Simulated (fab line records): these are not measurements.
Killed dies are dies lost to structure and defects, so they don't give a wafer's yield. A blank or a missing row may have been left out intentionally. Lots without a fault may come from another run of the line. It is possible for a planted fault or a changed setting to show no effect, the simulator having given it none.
Which tool is to blame? -- flow nand harc -- Sampling: 6 lots, 18 wafers, 5 of 1302 route steps

WHAT THE GAUGES READ, wafer by wafer
NHARC_A_DECK1_JOINT_THK_MEAS_14: measures by ellipsometry.
lot,measured,on,thk nm (nm)
L537,day 12 01:01,film metro-01,52.1 51.1 51.0
L542,day 14 19:11,film metro-02,51.2 50.6 53.0
L545,day 15 15:44,film metro-02,50.5 49.3 51.3
L546,day 16 03:07,film metro-02,52.1 52.4 52.3
L552,day 18 07:19,film metro-02,50.5 50.5 49.6
L555,day 19 22:17,film metro-02,49.9 49.6 51.0

TOOL THAT RAN EACH LOT (tool first, then ch and the chambers of the sampled wafers, then the start)
lot,NHARC_A_CHANNEL_FILL_D1_ETCHBACK_19,NHARC_A_CHANNEL_FILL_D1_CMP_10,NHARC_A_DECK1_JOINT_CVD_12,NHARC_A_DECK1_JOINT_CMP_13
L537,"rie si-01 ch 0,2, day 10 13:49","cmp-02 ch 0,2,3, day 11 14:13","lpcvd poly-03 ch 0, day 11 21:55","cmp-03 ch 0,1,3, day 12 00:46"
L542,"rie si-01 ch 0,1,2, day 13 08:02","cmp-01 ch 0,1,2, day 14 07:48","lpcvd poly-02 ch 0, day 14 16:04","cmp-03 ch 0,1,2, day 14 18:55"
L545,"rie si-02 ch 1,2,3, day 13 23:07","cmp-02 ch 0,1,3, day 14 23:08","lpcvd poly-02 ch 0, day 15 12:38","cmp-02 ch 0,1,2, day 15 15:31"
L546,"rie si-03 ch 0,1,2, day 14 13:00","cmp-02 ch 1,2,3, day 15 12:25","lpcvd poly-01 ch 0, day 15 23:59","cmp-02 ch 1,2, day 16 02:52"
L552,"rie si-01 ch 0,1,2, day 16 20:28","cmp-02 ch 0,1,2, day 17 20:13","lpcvd poly-02 ch 0, day 18 04:10","cmp-01 ch 0,2,3, day 18 07:04"
L555,"rie si-03 ch 0,3, day 18 07:35","cmp-02 ch 1,2,3, day 19 07:04","lpcvd poly-03 ch 0, day 19 16:03 and lpcvd poly-01 ch 0, day 19 18:52","cmp-02 ch 0,1,3, day 19 22:06"
- NHARC_A_CHANNEL_FILL_D1_ETCHBACK_19: etches the open film in HBr/Cl2, target depth 5 nm, time 1.7 s.
- NHARC_A_CHANNEL_FILL_D1_CMP_10: polishes, target thk 150 nm.
- NHARC_A_DECK1_JOINT_CVD_12: deposits poly-Si, target thk 90 nm, time 1800 s.
- NHARC_A_DECK1_JOINT_CMP_13: polishes, target thk 51.023 nm.

THE ANSWER, worked out from the rows above alone
Rule: usual is defined by the lots themselves. The widest of any qualifying gaps counts: lots, ordered by their means at a reading, are off when they make up no more than a third of the lots, leave a main group of 4 or more, and stand apart from it by 3 or more times the standard deviation of that group's means. A main group whose means are all the same, to the digits that the tables above print for the reading, isn't used. A lot without any number at a reading at which 4 lots or more have one is off too. The other lots that the step has rows for count as sound.
Across all readings shown, no lot is off: no conclusion can be drawn from this.

WHAT HAD BEEN PUT IN BY THE SIMULATOR
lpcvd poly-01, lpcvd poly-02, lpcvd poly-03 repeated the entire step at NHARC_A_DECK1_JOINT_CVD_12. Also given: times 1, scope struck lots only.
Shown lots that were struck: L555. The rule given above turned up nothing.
